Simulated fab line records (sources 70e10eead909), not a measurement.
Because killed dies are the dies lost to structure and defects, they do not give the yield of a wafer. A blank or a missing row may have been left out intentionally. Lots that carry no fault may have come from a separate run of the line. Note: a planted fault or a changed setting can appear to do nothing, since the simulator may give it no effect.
fab line records	flow nandHarc
record: lots: 7	wafers: 21	lastDay: 24
route steps=1159 shown A_CONTACT@852 END@1159
lots that met no fault: from a run of the same line without faults
startH: start of the lot's first displayed wafer, in hours after the record's first day	waitH: hours since the lot's step before	" identical to the entry in the row above	L1.1+2: one row covering several wafers at once	- value missing, or start not given	* or withheld: withheld	< > ~ a bound
route shown NAME@n: names a module that has steps shown in the file, with the first one's number in the route	usual: mean and standard deviation over wafers with no fault	same: alike in all rows	chamber/n: place in a boat	sites: each site's reading	_std_site: their standard deviation	_edge_site: mean of outer sites minus mean of inner sites	radiusMm: for every site, how far away it sits from the centre of the wafer	mask NAME#n: copy n	behind: the tool/chamber that last shaped the wafer	hold: reason for holding the lot/hours on hold/outcome of the hold	device: whichever transistor did not switch (one of n, p or np)	end of line: the route-end tests of the same wafers	a step without rows: its recipe alone	killed: dies lost to structure and defects at the first sort, not the wafer's yield	map: a wafer's dies, x killed, . not, _ none there
set.NAME: setting as actually run; set.NAME@STEP: the setting as run at that earlier step	model.NAME: the simulator's own value behind a step, which no gauge read
lots seen at some steps along the route; tables by step, rows by wafer
services: a tool's chamber out of use, with start hour (startH, from the record's first day; less than 0 if before it), hours out, and reason
== steps ==
step: NHARC_A_CONTACT_PEB_40
recipe: pebTempC: 100	pebTimeS: 65
step: NHARC_A_CONTACT_DEVELOP_41
recipe: developTimeS: 35	devTempC: 23
step: NHARC_A_CONTACT_CD_MEAS_42
recipe: targetCdNm: 200	landingEnergyEv: 500
usual: cdNm: 200.4/0.61
lot.wafer	tool	chamber	startH	waitH	cdNm
L606.1	cdSem-03	0	381.85	-	199.2
L606.3	"	0	"	"	200.2
L606.5	"	0	"	"	199.6
L612.2	cdSem-02	0	425.61	-	200.7
L612.3	"	0	"	"	200.7
L612.5	"	0	"	"	200.3
L616.2	cdSem-02	0	438.96	-	200.2
L616.4	"	0	"	"	199.9
L616.5	"	0	"	"	198.9
L617.1	cdSem-02	0	441.97	-	200.4
L617.2	"	0	"	"	200.6
L617.4	"	0	"	"	200.0
L619.3	cdSem-03	0	453.11	-	200.1
L619.4	"	0	"	"	201.2
L619.6	"	0	"	"	201.2
L622.3	cdSem-03	0	475.52	-	200.7
L622.5	"	0	"	"	200.2
L622.6	"	0	"	"	200.5
L627.2	cdSem-03	0	513.89	-	200.8
L627.4	"	0	"	"	200.7
L627.6	"	0	"	"	201.3
step: NHARC_A_CONTACT_OVL_MEAS_43
usual: overlayXNm: 0.1/1.1	overlayYNm: -0.1/0.75
lot.wafer	tool	chamber	startH	waitH	overlayXNm	overlayYNm
L606.1	overlay-01	-	381.94	-	-0.6	-0.6
L606.3	"	-	"	"	-0.9	-0.4
L606.5	"	-	"	"	-1.3	-0.1
L612.2	overlay-02	-	425.70	-	-0.3	0.3
L612.3	"	-	"	"	0.0	-0.1
L612.5	"	-	"	"	-0.8	-0.5
L616.2	overlay-01	-	439.05	-	2.7	0.4
L616.4	"	-	"	"	2.2	0.1
L616.5	"	-	"	"	1.7	0.1
L617.1	overlay-02	-	442.06	-	-2.8	0.3
L617.2	"	-	"	"	-2.1	-0.3
L617.4	"	-	"	"	-2.0	-0.1
L619.3	overlay-02	-	453.20	-	-1.8	0.7
L619.4	"	-	"	"	-1.9	1.0
L619.6	"	-	"	"	-1.9	0.6
L622.3	overlay-01	-	475.61	-	0.3	0.5
L622.5	"	-	"	"	0.4	0.9
L622.6	"	-	"	"	0.7	0.2
L627.2	overlay-01	-	513.97	-	0.6	-0.8
L627.4	"	-	"	"	0.4	-1.2
L627.6	"	-	"	"	0.5	-0.6
step: NHARC_A_CONTACT_INSPECT_44
usual: rawDefectCount: 26/11
lot.wafer	tool	chamber	startH	waitH	rawDefectCount
L606.1	defectInspect-02	-	381.97	0.0	17
L606.3	"	-	"	"	30
L606.5	"	-	"	"	19
L612.2	defectInspect-02	-	425.73	0.0	38
L612.3	"	-	"	"	26
L612.5	"	-	"	"	34
L616.2	defectInspect-02	-	439.08	0.0	14
L616.4	"	-	"	"	23
L616.5	"	-	"	"	35
L617.1	defectInspect-01	-	442.09	0.0	21
L617.2	"	-	"	"	25
L617.4	"	-	"	"	20
L619.3	defectInspect-02	-	453.23	0.0	17
L619.4	"	-	"	"	10
L619.6	"	-	"	"	9
L622.3	defectInspect-01	-	475.64	0.0	20
L622.5	"	-	"	"	42
L622.6	"	-	"	"	37
L627.2	defectInspect-02	-	514.01	0.0	17
L627.4	"	-	"	"	20
L627.6	"	-	"	"	14
step: NHARC_A_CONTACT_DESCUM_47
recipe: timeS: 3	o2FlowSccm: 200	arFlowSccm: 0	biasPowerW: 0	chemistry: O2
usual: drypumpMotorCurrentA: 5.9/0.5	oesProductAu: 1.001/0.0084	rfVppV: 57.5/0.94	showerheadPlenumPTorr: 1.88/0.079	throttleValvePct: 11.310/0.0082
lot.wafer	tool	chamber	startH	waitH	drypumpMotorCurrentA	oesProductAu	rfHoursCounterH	rfVppV	showerheadPlenumPTorr	throttleValvePct
L606.1	rieDiel-13	0	382.08	0.1	5.7	1.006	37	58.0	1.90	11.301
L606.3	"	1	"	"	6.6	0.990	36	58.0	1.88	11.316
L606.5	"	3	"	"	6.2	1.009	-	58.7	1.87	11.301
L612.3	rieDiel-13	1	425.89	0.2	6.6	1.020	53	56.9	1.87	11.321
L612.2	"	2	"	"	5.9	1.003	51	56.5	1.80	11.305
L612.5	"	3	"	"	6.2	1.005	-	57.8	1.86	11.318
L616.4	rieDiel-10	0	439.14	0.1	5.7	0.990	31	57.6	1.82	11.317
L616.2	"	3	"	"	5.8	1.005	30	57.3	1.88	11.309
L616.5	"	1	"	"	5.3	1.009	-	59.0	1.99	11.317
L617.2	rieDiel-12	1	442.15	0.1	6.6	1.008	10	55.7	1.86	11.314
L617.4	"	2	"	"	6.3	0.998	11	57.6	2.03	11.316
L617.1	"	0	"	"	5.4	0.999	11	56.4	1.76	11.322
L619.3	rieDiel-10	2	453.37	0.1	5.0	0.988	32	54.7	1.82	11.306
L619.4	"	0	"	"	5.7	0.995	37	58.1	1.82	11.301
L619.6	"	2	"	"	5.0	0.993	-	56.4	1.82	11.314
L622.3	rieDiel-10	3	475.70	0.1	5.8	1.004	47	57.6	1.87	11.305
L622.5	"	3	"	"	5.8	1.008	-	57.9	1.87	11.315
L622.6	"	0	"	"	5.7	0.994	-	58.6	1.82	11.308
L627.2	rieDiel-13	0	514.09	0.1	5.7	1.000	20	58.3	1.89	11.313
L627.4	"	1	"	"	6.6	0.993	21	57.1	1.86	11.321
L627.6	"	3	"	"	6.2	1.008	-	58.9	1.85	11.321
step: NHARC_A_CONTACT_ETCH_48
recipe: targetDepthA: 390	overEtchFrac: 0.3	timeS: 65	ionEnergyEv: 80	cf4FlowSccm: 150	arFlowSccm: 0	rfW: 300	biasW: 100	chemistry: CF4
step: NHARC_A_CONTACT_ETCH_49
recipe: targetDepthA: 2600	overEtchFrac: 0.3	timeS: 475.3	ionEnergyEv: 200	n2FlowSccm: 150	h2FlowSccm: 150	arFlowSccm: 0	rfW: 400	biasW: 150	chemistry: N2/H2
usual: biasW: 150.0/0.5	chamberPressureMTorr: 29.999/0.027	drypumpMotorCurrentA: 5.9/0.5	n2FlowSccm: 150.0/0.45	oesProductAu: 1.000/0.0087	rfVppV: 429.7/2.6	showerheadPlenumPTorr: 2.01/0.088	throttleValvePct: 14.172/0.0094
same: overEtchFrac: 0.3
lot.wafer	tool	chamber	startH	waitH	biasW	chamberPressureMTorr	drypumpMotorCurrentA	n2FlowSccm	oesProductAu	rfHoursCounterH	rfVppV	showerheadPlenumPTorr	throttleValvePct
L606.1	rieDiel-13	3	-	-	150.5	30.074	6.2	149.6	1.001	36	429.8	1.99	14.162
L606.3	"	0	"	"	150.4	29.996	5.7	150.8	0.989	37	429.3	2.03	14.168
L606.5	"	3	"	"	150.2	29.962	6.2	150.3	1.001	-	429.8	1.99	14.165
L612.2	rieDiel-13	3	-	-	150.6	29.975	6.2	150.0	0.990	54	429.6	1.98	14.181
L612.3	"	0	"	"	150.2	29.996	5.7	149.4	1.004	56	430.1	2.02	14.172
L612.5	"	2	"	"	149.8	30.017	5.9	149.9	0.995	-	426.2	1.92	14.163
L616.2	rieDiel-10	2	-	-	149.6	30.011	5.1	149.0	0.993	28	427.2	1.94	14.184
L616.4	"	3	"	"	150.5	29.988	5.8	150.3	1.002	30	429.1	2.00	14.165
L616.5	"	0	"	"	149.4	30.024	5.7	150.1	0.989	-	429.6	1.94	14.172
L617.1	rieDiel-12	2	-	-	149.1	29.946	6.3	149.4	1.001	11	433.5	2.17	14.162
L617.4	"	3	"	"	150.5	30.010	5.3	150.0	1.008	11	432.2	2.10	14.166
L617.2	"	1	"	"	150.2	30.014	6.7	151.2	1.011	11	428.3	1.98	14.172
L619.3	rieDiel-10	3	-	-	150.1	29.963	5.9	149.8	1.010	37	430.0	2.00	14.186
L619.4	"	0	"	"	150.1	30.017	5.7	150.4	0.989	39	427.6	1.94	14.172
L619.6	"	2	"	"	149.7	29.986	5.0	149.4	0.987	-	426.8	1.94	14.186
L622.3	rieDiel-10	1	-	-	149.7	30.018	5.4	150.2	0.991	40	432.8	2.12	14.176
L622.5	"	2	"	"	150.7	29.984	5.0	149.8	0.980	-	427.8	1.94	14.162
L622.6	"	3	"	"	150.0	29.959	5.9	150.6	1.010	-	430.4	1.99	14.186
L627.4	rieDiel-13	2	-	-	150.2	30.000	5.9	149.8	1.006	22	426.8	1.91	14.168
L627.2	"	3	"	"	149.9	30.016	6.2	149.6	0.990	20	428.2	1.97	14.178
L627.6	"	0	"	"	150.3	29.994	5.7	150.1	0.995	-	429.5	2.01	14.161
step: NHARC_A_CONTACT_ETCH_50
recipe: targetDepthA: 847	timeS: 42.4	cf4FlowSccm: 100	chf3FlowSccm: 30	arFlowSccm: 0	rfW: 500	biasW: 200	chemistry: CF4/CHF3
usual: biasW: 200.0/0.58	cf4FlowSccm: 100.01/0.26	drypumpMotorCurrentA: 5.9/0.51	oesProductAu: 0.949/0.022	rfVppV: 369.7/2.2	showerheadPlenumPTorr: 1.55/0.062	throttleValvePct: 16.802/0.0088
lot.wafer	tool	chamber	startH	waitH	biasW	cf4FlowSccm	drypumpMotorCurrentA	oesProductAu	rfHoursCounterH	rfVppV	showerheadPlenumPTorr	throttleValvePct
L606.3	rieDiel-13	1	-	-	201.2	99.79	6.6	0.934	37	369.1	1.55	16.797
L606.1	"	3	"	"	200.1	99.51	6.2	0.930	37	368.3	1.54	16.814
L606.5	"	3	"	"	199.5	99.94	6.2	0.923	-	370.1	1.54	16.814
L612.3	rieDiel-13	1	-	-	201.4	99.99	6.6	0.942	54	369.6	1.54	16.804
L612.2	"	2	"	"	199.9	100.04	5.9	0.921	51	368.0	1.49	16.797
L612.5	"	2	"	"	199.0	100.05	5.9	0.923	-	365.7	1.49	16.808
L616.2	rieDiel-10	1	-	-	200.0	100.44	5.4	0.949	26	372.3	1.63	16.804
L616.4	"	3	"	"	200.8	99.89	5.8	0.969	31	370.8	1.54	16.801
L616.5	"	2	"	"	200.0	100.23	5.0	0.957	-	368.1	1.50	16.799
L617.1	rieDiel-12	0	-	-	200.4	99.71	5.5	0.989	11	367.6	1.46	16.811
L617.2	"	1	"	"	200.7	99.57	6.6	0.970	11	369.5	1.53	16.795
L617.4	"	2	"	"	200.4	100.46	6.3	0.957	11	372.3	1.67	16.799
L619.4	rieDiel-10	0	-	-	200.1	100.02	5.7	0.935	39	369.7	1.50	16.805
L619.3	"	1	"	"	199.7	100.33	5.3	0.952	31	372.8	1.63	16.805
L619.6	"	1	"	"	200.3	100.08	5.4	0.952	-	372.3	1.63	16.787
L622.3	rieDiel-10	3	-	-	199.6	100.02	5.8	0.927	47	370.1	1.54	16.823
L622.5	"	3	"	"	199.4	99.91	5.8	0.931	-	368.8	1.54	16.806
L622.6	"	0	"	"	199.4	100.16	5.7	0.919	-	367.9	1.50	16.798
L627.2	rieDiel-13	2	-	-	200.3	99.65	5.9	0.951	22	367.6	1.48	16.812
L627.4	"	0	"	"	200.7	99.66	5.7	0.950	20	367.9	1.55	16.799
L627.6	"	2	"	"	200.5	100.17	5.8	0.958	-	368.2	1.48	16.823
step: NHARC_A_CONTACT_ETCH_51
recipe: targetDepthA: 36000	overEtchFrac: 0.3	timeS: 936	ionEnergyEv: 150	o2FlowSccm: 400	cosFlowSccm: 20	arFlowSccm: 0	rfW: 500	biasW: 300	chemistry: O2/COS
usual: biasW: 300.1/0.9	chamberPressureMTorr: 20.001/0.018	drypumpMotorCurrentA: 5.9/0.49	oesProductAu: 1.000/0.0084	rfVppV: 313.5/2	showerheadPlenumPTorr: 3.07/0.12	throttleValvePct: 28.330/0.0095
same: overEtchFrac: 0.3
lot.wafer	tool	chamber	startH	waitH	biasW	chamberPressureMTorr	drypumpMotorCurrentA	oesProductAu	rfHoursCounterH	rfVppV	showerheadPlenumPTorr	throttleValvePct
L606.1	rieDiel-13	3	-	-	300.4	20.021	6.2	0.996	37	312.5	3.05	28.326
L606.3	"	0	"	"	300.6	20.002	5.7	1.001	38	314.2	3.11	28.321
L606.5	"	3	"	"	299.9	19.994	6.2	0.998	-	314.8	3.05	28.329
L612.3	rieDiel-13	0	-	-	299.2	20.010	5.7	0.999	56	312.9	3.10	28.347
L612.2	"	1	"	"	301.8	20.008	6.6	1.010	54	312.5	3.06	28.323
L612.5	"	0	"	"	299.9	19.978	5.7	0.995	-	314.8	3.10	28.348
L616.4	rieDiel-10	1	-	-	300.5	19.979	5.4	0.995	26	315.9	3.24	28.326
L616.2	"	2	"	"	300.2	20.039	5.0	0.999	29	311.7	2.98	28.327
L616.5	"	3	"	"	300.5	20.004	5.8	1.007	-	313.0	3.06	28.334
L617.2	rieDiel-12	2	-	-	300.0	20.008	6.3	0.990	11	317.4	3.31	28.318
L617.4	"	3	"	"	301.3	20.004	5.4	1.012	11	315.5	3.21	28.343
L617.1	"	1	"	"	299.8	19.987	6.6	0.998	11	312.4	3.04	28.319
L619.3	rieDiel-10	1	-	-	298.8	20.006	5.4	0.998	31	316.3	3.24	28.323
L619.4	"	2	"	"	300.6	20.000	5.0	0.982	34	312.1	2.98	28.319
L619.6	"	0	"	"	298.9	20.043	5.7	1.000	-	312.0	2.98	28.327
L622.3	rieDiel-10	0	-	-	300.1	20.000	5.7	0.995	49	312.3	2.97	28.324
L622.6	"	0	"	"	300.5	19.997	5.7	1.004	-	312.3	2.97	28.325
L622.5	"	1	"	"	300.6	19.971	5.4	0.996	-	314.8	3.24	28.327
L627.4	rieDiel-13	0	-	-	301.3	20.010	5.7	0.998	20	312.8	3.08	28.320
L627.2	"	1	"	"	300.0	20.023	6.6	1.005	22	313.5	3.04	28.326
L627.6	"	3	"	"	299.2	19.989	6.2	1.007	-	314.0	3.03	28.332
step: NHARC_A_CONTACT_ETCH_111
recipe: sourceW: withheld	pressureMtorr: 20	biasV: withheld	timeS: 140	targetDepthA: 7000	arFlowSccm: withheld	c4f8FlowSccm: withheld	o2FlowSccm: withheld	chemistry: C4F8/O2/Ar
step: NHARC_A_CONTACT_ETCH_112
recipe: sourceW: withheld	pressureMtorr: 20	biasV: 3000	timeS: 94	targetDepthA: 9220	arFlowSccm: withheld	c4f8FlowSccm: withheld	o2FlowSccm: withheld	chemistry: C4F8/O2/Ar
step: NHARC_A_CONTACT_ETCH_113
recipe: sourceW: withheld	pressureMtorr: 20	biasV: 3000	timeS: 94	targetDepthA: 9220	arFlowSccm: withheld	c4f8FlowSccm: withheld	o2FlowSccm: withheld	chemistry: C4F8/O2/Ar
usual: chamberPressureMTorr: 20.000/0.018	oesAirLineAu: 1.002/0.019
lot.wafer	tool	chamber	startH	waitH	chamberPressureMTorr	oesAirLineAu	rfHoursCounterH
L606.1	harCapEtch-01	1	384.39	0.1	20.008	1.023	59
L606.3	"	0	"	"	19.995	1.020	-
L606.5	"	1	"	"	20.026	0.989	-
L612.2	harCapEtch-02	0	427.57	0.1	-	-	-
L612.3	"	1	"	"	-	-	-
L612.5	"	0	"	"	-	-	-
L616.2	harCapEtch-02	0	441.10	0.1	-	-	-
L616.4	"	1	"	"	-	-	-
L616.5	"	1	"	"	-	-	-
L617.1	harCapEtch-03	0	443.70	0.1	-	-	-
L617.2	"	1	"	"	-	-	-
L617.4	"	1	"	"	-	-	-
L619.4	harCapEtch-02	1	456.53	0.1	19.965	0.998	-
L619.3	"	0	"	"	20.008	0.987	-
L619.6	"	0	"	"	19.999	0.982	-
L622.3	harCapEtch-01	0	477.38	0.1	20.012	1.018	-
L622.6	"	0	"	"	19.975	0.996	-
L622.5	"	1	"	"	20.000	1.016	-
L627.2	harCapEtch-01	1	515.70	0.1	20.005	0.994	79
L627.4	"	1	"	"	20.025	1.004	-
L627.6	"	0	"	"	19.986	0.992	-
step: NHARC_A_CONTACT_ETCH_114
recipe: sourceW: withheld	pressureMtorr: 20	biasV: 3000	timeS: 94	targetDepthA: 9220	arFlowSccm: withheld	c4f8FlowSccm: withheld	o2FlowSccm: withheld	chemistry: C4F8/O2/Ar
usual: chamberPressureMTorr: 20.001/0.02	oesAirLineAu: 0.999/0.021
lot.wafer	tool	chamber	startH	waitH	chamberPressureMTorr	oesAirLineAu	rfHoursCounterH
L606.1	harCapEtch-01	1	384.48	0.1	20.034	1.011	59
L606.3	"	0	"	"	19.996	0.964	-
L606.5	"	1	"	"	19.988	1.011	-
L612.2	harCapEtch-02	0	427.66	0.1	20.021	0.985	17
L612.3	"	1	"	"	20.040	1.005	-
L612.5	"	0	"	"	19.989	0.989	-
L616.2	harCapEtch-02	0	441.19	0.1	19.977	1.033	20
L616.4	"	1	"	"	20.008	1.010	-
L616.5	"	1	"	"	19.970	1.030	-
L617.1	harCapEtch-03	0	443.79	0.1	19.972	0.974	97
L617.2	"	1	"	"	19.997	0.983	97
L617.4	"	1	"	"	20.021	1.021	-
L619.4	harCapEtch-02	1	456.63	0.1	20.015	0.994	-
L619.3	"	0	"	"	20.009	0.983	-
L619.6	"	0	"	"	20.019	0.974	-
L622.3	harCapEtch-01	0	477.47	0.1	19.999	0.966	-
L622.6	"	0	"	"	20.003	0.981	-
L622.5	"	1	"	"	20.025	1.020	-
L627.2	harCapEtch-01	1	515.79	0.1	19.999	1.003	79
L627.4	"	1	"	"	20.001	0.991	-
L627.6	"	0	"	"	20.008	1.005	-
step: NHARC_END_SORT_01
recipe: tempC: 25
usual: killedAtArray: 27/8	killedAtOther: 0.8/1.2	killedAtPeriphery: 3.3/2.3	killedDies: 31/8.8	killedOpen: 3.2/2.1	killedShort: 2.1/1.4
same: grossDies: 677
lot.wafer	tool	chamber	startH	waitH	killedAtArray	killedAtOther	killedAtPeriphery	killedDies	killedOpen	killedShort
L606.1	prober-01	0	469.32	2.5	16	0	2	18	3	0
L606.3	prober-01	0	470.93	3.1	28	0	1	29	1	1
L606.5	prober-01	0	472.55	3.7	23	1	4	28	5	2
L612.2	prober-02	0	502.61	2.8	671	1	5	677	2	3
L612.3	prober-02	0	503.41	3.1	671	1	5	677	4	3
L612.5	prober-02	0	505.02	3.7	674	0	3	677	1	0
L616.2	prober-01	0	509.25	2.8	675	1	1	677	2	3
L616.4	prober-01	0	510.85	3.4	667	6	4	677	5	1
L616.5	prober-01	0	511.65	3.7	669	4	4	677	3	2
L617.1	prober-02	0	509.59	2.5	672	0	5	677	4	0
L617.2	prober-02	0	510.39	2.8	673	1	3	677	1	3
L617.4	prober-02	0	511.98	3.4	675	1	1	677	2	1
L622.3	prober-02	0	551.60	3.1	21	1	7	29	1	2
L622.5	prober-02	0	553.18	3.7	44	0	4	48	8	2
L622.6	prober-02	0	553.97	3.9	24	0	11	35	2	3
killed by level:class
L606.1 A_CHANNEL_HOLE_D1:chamberFilmFlake=9 A_STAIRCASE:chamberFilmFlake=4 P_CONTACT:geometricParticle:open=1 A_CONTACT:geometricParticle:open=1 A_M1:geometricParticle:open=1 P_ZERO_WELL:chamberFilmFlake=1 A_CONTACT:chamberFilmFlake=1
L606.3 A_CHANNEL_HOLE_D1:chamberFilmFlake=13 A_STAIRCASE:chamberFilmFlake=6 A_SLIT:chamberFilmFlake=3 A_CONTACT:chamberFilmFlake=3 A_SGD_CUT:geometricParticle:short=1 A_CONTACT:geometricParticle:open=1 P_ZERO_WELL:chamberFilmFlake=1 A_WL_FILL:chamberFilmFlake=1
L606.5 A_CHANNEL_HOLE_D1:chamberFilmFlake=9 A_CONTACT:chamberFilmFlake=4 A_M1:geometricParticle:open=3 A_STAIRCASE:chamberFilmFlake=2 P_M1:geometricParticle:short=1 A_WL_FILL:geometricParticle:short=1 A_CONTACT:geometricParticle:open=1 P_ZERO_WELL:chamberFilmFlake=1
L612.2 A_CONTACT:areaEtch=646 A_CHANNEL_HOLE_D1:chamberFilmFlake=13 A_SLIT:chamberFilmFlake=8 P_M0:chamberFilmFlake=3 A_M0:geometricParticle:open=2 P_BONDPAD:chamberFilmFlake=2 A_ONON_D1:geometricParticle:short=1 A_CONTACT:geometricParticle:short=1
L612.3 A_CONTACT:areaEtch=644 A_SLIT:chamberFilmFlake=11 A_CHANNEL_HOLE_D1:chamberFilmFlake=6 A_CONTACT:chamberFilmFlake=4 P_BONDPAD:chamberFilmFlake=3 A_ONON_D1:geometricParticle:short=2 A_STAIRCASE:chamberFilmFlake=2 P_CONTACT:geometricParticle:short=1
L612.5 A_CONTACT:areaEtch=638 A_CHANNEL_HOLE_D1:chamberFilmFlake=18 A_SLIT:chamberFilmFlake=15 P_BONDPAD:chamberFilmFlake=2 A_CONTACT:chamberFilmFlake=2 A_WL_FILL:geometricParticle:open=1 P_M0:chamberFilmFlake=1
L616.2 A_CONTACT:areaEtch=656 A_SLIT:chamberFilmFlake=8 A_CONTACT:chamberFilmFlake=3 A_SGD_CUT:geometricParticle:short=2 A_WL_FILL:chamberFilmFlake=2 A_CHANNEL_FILL_D1:geometricParticle:short=1 A_WL_FILL:geometricParticle:open=1 A_CONTACT:geometricParticle:open=1
L617.1 A_CONTACT:areaEtch=650 A_CHANNEL_HOLE_D1:chamberFilmFlake=15 P_GATE:chamberFilmFlake=3 A_CONTACT:chamberFilmFlake=3 A_STAIRCASE:chamberFilmFlake=2 P_STI:geometricParticle:open=1 P_M1:geometricParticle:open=1 A_CHANNEL_FILL_D1:geometricParticle:open=1
L617.2 A_CONTACT:areaEtch=650 A_CHANNEL_HOLE_D1:chamberFilmFlake=12 A_CONTACT:chamberFilmFlake=8 P_GATE:chamberFilmFlake=3 A_ONON_D1:geometricParticle:open=1 A_WL_FILL:geometricParticle:short=1 A_M0:geometricParticle:short=1 STARTING-WAFER:geometricParticle:short=1
L616.4 A_CONTACT:areaEtch=649 A_SLIT:chamberFilmFlake=8 THIN_TSV:chamberFilmFlake=6 A_CHANNEL_HOLE_D1:chamberFilmFlake=5 P_M0:geometricParticle:open=2 P_M1:geometricParticle:open=1 A_SGD_CUT:geometricParticle:open=1 A_WL_FILL:geometricParticle:short=1
L616.5 A_CONTACT:areaEtch=643 A_SLIT:chamberFilmFlake=18 A_CHANNEL_HOLE_D1:chamberFilmFlake=5 THIN_TSV:chamberFilmFlake=3 P_STI:chamberFilmFlake=2 P_STI:geometricParticle:short=1 P_CONTACT:geometricParticle:open=1 A_WL_FILL:geometricParticle:open=1
L617.4 A_CONTACT:areaEtch=647 A_CHANNEL_HOLE_D1:chamberFilmFlake=18 A_CONTACT:chamberFilmFlake=8 P_STI:geometricParticle:short=1 A_WL_FILL:geometricParticle:open=1 A_M0:geometricParticle:open=1 THIN_TSV:chamberFilmFlake=1
L622.3 A_SLIT:chamberFilmFlake=14 P_ZERO_WELL:chamberFilmFlake=6 A_CHANNEL_HOLE_D1:chamberFilmFlake=2 P_CONTACT:geometricParticle:open=1 A_CHANNEL_FILL_D1:geometricParticle:short=1 A_WL_FILL:geometricParticle:short=1 A_STAIRCASE:chamberFilmFlake=1 A_CONTACT:chamberFilmFlake=1
L622.5 A_SLIT:chamberFilmFlake=16 A_CHANNEL_HOLE_D1:chamberFilmFlake=12 A_CONTACT:geometricParticle:open=3 A_CONTACT:chamberFilmFlake=3 P_ZERO_WELL:chamberFilmFlake=2 A_STAIRCASE:chamberFilmFlake=2 P_GATE:geometricParticle:open=1 A_ONON_D1:geometricParticle:short=1
L622.6 A_SLIT:chamberFilmFlake=15 P_ZERO_WELL:chamberFilmFlake=8 A_CHANNEL_HOLE_D1:chamberFilmFlake=3 P_M0:geometricParticle:open=1 A_SGD_CUT:geometricParticle:short=1 A_WL_FILL:geometricParticle:short=1 A_CONTACT:geometricParticle:short=1 A_CONTACT:geometricParticle:open=1
map L612.2 (x killed, . not)
____________x____________
_________xxxxxxx_________
_______xxxxxxxxxxx_______
______xxxxxxxxxxxxx______
_____xxxxxxxxxxxxxxx_____
____xxxxxxxxxxxxxxxxx____
____xxxxxxxxxxxxxxxxx____
___xxxxxxxxxxxxxxxxxxx___
___xxxxxxxxxxxxxxxxxxx___
__xxxxxxxxxxxxxxxxxxxxx__
__xxxxxxxxxxxxxxxxxxxxx__
_xxxxxxxxxxxxxxxxxxxxxxx_
_xxxxxxxxxxxxxxxxxxxxxxx_
_xxxxxxxxxxxxxxxxxxxxxxx_
_xxxxxxxxxxxxxxxxxxxxxxx_
_xxxxxxxxxxxxxxxxxxxxxxx_
xxxxxxxxxxxxxxxxxxxxxxxxx
xxxxxxxxxxxxxxxxxxxxxxxxx
xxxxxxxxxxxxxxxxxxxxxxxxx
xxxxxxxxxxxxxxxxxxxxxxxxx
xxxxxxxxxxxxxxxxxxxxxxxxx
_xxxxxxxxxxxxxxxxxxxxxxx_
_xxxxxxxxxxxxxxxxxxxxxxx_
_xxxxxxxxxxxxxxxxxxxxxxx_
_xxxxxxxxxxxxxxxxxxxxxxx_
_xxxxxxxxxxxxxxxxxxxxxxx_
__xxxxxxxxxxxxxxxxxxxxx__
__xxxxxxxxxxxxxxxxxxxxx__
___xxxxxxxxxxxxxxxxxxx___
___xxxxxxxxxxxxxxxxxxx___
____xxxxxxxxxxxxxxxxx____
____xxxxxxxxxxxxxxxxx____
_____xxxxxxxxxxxxxxx_____
______xxxxxxxxxxxxx______
_______xxxxxxxxxxx_______
_________xxxxxxx_________
____________x____________
map L616.2 (x killed, . not)
____________x____________
_________xxxxxxx_________
_______xxxxxxxxxxx_______
______xxxxxxxxxxxxx______
_____xxxxxxxxxxxxxxx_____
____xxxxxxxxxxxxxxxxx____
____xxxxxxxxxxxxxxxxx____
___xxxxxxxxxxxxxxxxxxx___
___xxxxxxxxxxxxxxxxxxx___
__xxxxxxxxxxxxxxxxxxxxx__
__xxxxxxxxxxxxxxxxxxxxx__
_xxxxxxxxxxxxxxxxxxxxxxx_
_xxxxxxxxxxxxxxxxxxxxxxx_
_xxxxxxxxxxxxxxxxxxxxxxx_
_xxxxxxxxxxxxxxxxxxxxxxx_
_xxxxxxxxxxxxxxxxxxxxxxx_
xxxxxxxxxxxxxxxxxxxxxxxxx
xxxxxxxxxxxxxxxxxxxxxxxxx
xxxxxxxxxxxxxxxxxxxxxxxxx
xxxxxxxxxxxxxxxxxxxxxxxxx
xxxxxxxxxxxxxxxxxxxxxxxxx
_xxxxxxxxxxxxxxxxxxxxxxx_
_xxxxxxxxxxxxxxxxxxxxxxx_
_xxxxxxxxxxxxxxxxxxxxxxx_
_xxxxxxxxxxxxxxxxxxxxxxx_
_xxxxxxxxxxxxxxxxxxxxxxx_
__xxxxxxxxxxxxxxxxxxxxx__
__xxxxxxxxxxxxxxxxxxxxx__
___xxxxxxxxxxxxxxxxxxx___
___xxxxxxxxxxxxxxxxxxx___
____xxxxxxxxxxxxxxxxx____
____xxxxxxxxxxxxxxxxx____
_____xxxxxxxxxxxxxxx_____
______xxxxxxxxxxxxx______
_______xxxxxxxxxxx_______
_________xxxxxxx_________
____________x____________
== services ==
tool	chamber	startH	hours	kind
rieDiel-13	0	359.97	-	clean
rieDiel-13	1	359.97	-	clean
rieDiel-13	2	359.97	-	clean
rieDiel-13	3	359.97	-	clean
rieDiel-10	0	363.16	-	clean
rieDiel-10	1	363.16	-	clean
rieDiel-10	2	363.16	-	clean
rieDiel-10	2	363.16	-	consumableReplace:focusRing
rieDiel-10	3	363.16	-	clean
rieDiel-13	-	375.21	2.7	repair
rieDiel-12	-	379.40	9.0	pm
rieDiel-13	2	381.87	3.8	repair
rieDiel-13	0	384.47	-	clean
rieDiel-13	1	384.47	-	clean
rieDiel-13	3	384.47	-	clean
rieDiel-10	1	387.50	7.1	repair
rieDiel-10	3	401.02	1.2	repair
rieDiel-10	1	425.89	3.1	repair
rieDiel-10	-	441.10	0.4	repair
rieDiel-13	-	453.04	9.0	pm
rieDiel-10	-	477.16	0.5	repair
rieDiel-10	3	488.32	7.0	repair
harCapEtch-01	-	494.26	0.7	repair
rieDiel-10	1	494.55	10.0	repair
== key ==
firstSign: step: NHARC_A_CONTACT_ETCH_113	reading: toolRecord	direction: missing
effect: step: NHARC_END_SORT_01	reading: killedAtArray	direction: up	sigmas: 80	usual: 27	struck: 672
moreKillsBornAt: NHARC_A_CONTACT_ETCH_113@harCapEtch-02: 3876	NHARC_A_CONTACT_ETCH_113@harCapEtch-03: 1947
metAt NHARC_A_CONTACT_ETCH_113
struckWafers L612.2,L612.3,L612.5,L616.2,L616.4,L616.5,L617.1,L617.2,L617.4
laterRowsLeftOut L612.2,L612.3,L612.5,L616.2,L616.4,L616.5,L617.1,L617.2,L617.4
testerLeftOut L612,L616,L617
fault: kind: skippedStepWhole	tool: harCapEtch-02,harCapEtch-03	chamber: -	onsetH: 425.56	steps: NHARC_A_CONTACT_ETCH_113	scope: struckLotsOnly
testerLeftOut: of these lots the tester's yield and bins aren't shown, on N5 and GAA mostly nor the transistor test; their killed dies are dies lost to structure and defects alone, not to doping, threshold or leakage, so they don't give the yield
laterRowsLeftOut: the simulator's readings of these wafers behind a module that went badly wrong aren't trusted and aren't shown, but for the sort
